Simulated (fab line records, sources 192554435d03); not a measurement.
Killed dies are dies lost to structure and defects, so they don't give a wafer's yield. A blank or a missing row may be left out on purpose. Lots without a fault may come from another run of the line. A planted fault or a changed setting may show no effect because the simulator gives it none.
A struck lot beside a sound one | flow n5_finfet | 15 steps out of a route of 1938
Sound: wafers L322.3, L322.4, L322.6. Struck: wafer L334.2. (L334.3, L334.6 of the same lot were not struck and are left out.) The cause comes at the end.
At each step with rows: each side's tool, then ch and its chambers, then its first start. Under that, the readings that differ: sound wafers | struck wafers | difference of the means | sigmas: that difference in standard deviations of wafers without a fault.
alike: readings whose means differ by less than 2 such deviations, and words and numbers that are the same on both sides. not compared: withheld readings, readings that some wafer has no value for, bounds like >300 that may hide the same value, and numbers for which the record gives no deviation and whose values overlap.
The two part at a step that has a row with sigmas, a row that says differs or no value, or rows on one side only. Numbers that don't overlap but have no deviation are shown without sigmas and don't part them. A reading that every wafer of one side lacks parts them only if that side has two wafers or more.

N5_BEOL_M11_STRIP_77: strips in N2/H2, time 10 s.
  sound on rie_diel-02 ch 0,2; struck on rie_diel-02 ch 0
  reading               | sound          | struck | difference | sigmas
  oes_product_au (a.u.) | 0.70 0.90 0.70 | 0.98   | +0.21      | +3
  alike: drypump_motor_current_A, n2_flow_sccm, rf_vpp_V, showerhead_plenum_p_Torr, throttle_valve_pct
  not compared: rf_hours_counter_h
N5_BEOL_M11_OCD_MEAS_38:
  sound on ocd-01, day 12 02:29; struck on ocd-01, day 17 04:25
  alike: trench_depth_nm
then, 4 steps without rows for these wafers: N5_BEOL_M11_HM_STRIP_39 (strips TiN in peroxide tin strip, target depth 25 nm, time 158 s); N5_BEOL_M11_SRD_40 (time 30 s); N5_BEOL_M11_PRECLEAN_42 (cleans in residue remover, time 60 s); N5_BEOL_M11_SRD_43 (time 30 s).
N5_BEOL_M11_CD_MEAS_35: target cd 70 nm.
  sound on cd_sem-02, day 12 02:38; struck on cd_sem-01, day 17 04:34
  reading    | sound          | struck | difference | sigmas
  cd_nm (nm) | 70.6 70.2 70.6 | 69.1   | -1.4       | -2
N5_BEOL_M11_CURE_72: cures SiCOH lowk, time 120 s.
  sound on uv_cure-01 ch 0, day 12 02:46; struck on uv_cure-03 ch 1, day 17 04:40
  alike: lamp_power_pct, wafer_temp_C_max
N5_BEOL_M11_DEGAS_44: time 60 s.
  sound on pvd_sputter-01, day 12 04:01; struck on pvd_sputter-01, day 17 04:56
  alike: heater_power_w
N5_BEOL_M11_PRE_CLEAN_45: time 30 s.
  sound on pvd_sputter-01, day 12 04:03; struck on pvd_sputter-01, day 17 04:59
  alike: heater_power_w
then, 1 step without rows for these wafers: N5_BEOL_M11_ALD_74 (deposits TaN, target thk 2 nm, pulse time 2 s, purge time 3 s).
N5_BEOL_M11_SURFACE_TREAT_76:
  sound on pvd_sputter-03, day 12 04:35; struck on pvd_sputter-01, day 17 05:25
  not compared: throttle_valve_pct
N5_BEOL_M11_CVD_75: deposits Co from CCTBA/H2, target thk 2 nm, time 138.9 s.
  sound on cvd_co-01 ch 0,1,2, day 12 04:38; struck on cvd_co-01 ch 2, day 17 05:30
  reading          | sound             | struck | difference | sigmas
  run_length_s (s) | 161.0 161.9 161.8 | 74.1   | -87.5      | -99 or more
  alike: chamber_pressure_Torr
then, 2 steps without rows for these wafers: N5_BEOL_M11_SPUTTER_48 (material Cu, target thk 12 nm, time 2 s); N5_PASSIVATION_PROBE_49.

WHERE THEY PART
First at N5_BEOL_M11_STRIP_77; last, within this record, at N5_BEOL_M11_CVD_75.

WHY: what the simulator had put in
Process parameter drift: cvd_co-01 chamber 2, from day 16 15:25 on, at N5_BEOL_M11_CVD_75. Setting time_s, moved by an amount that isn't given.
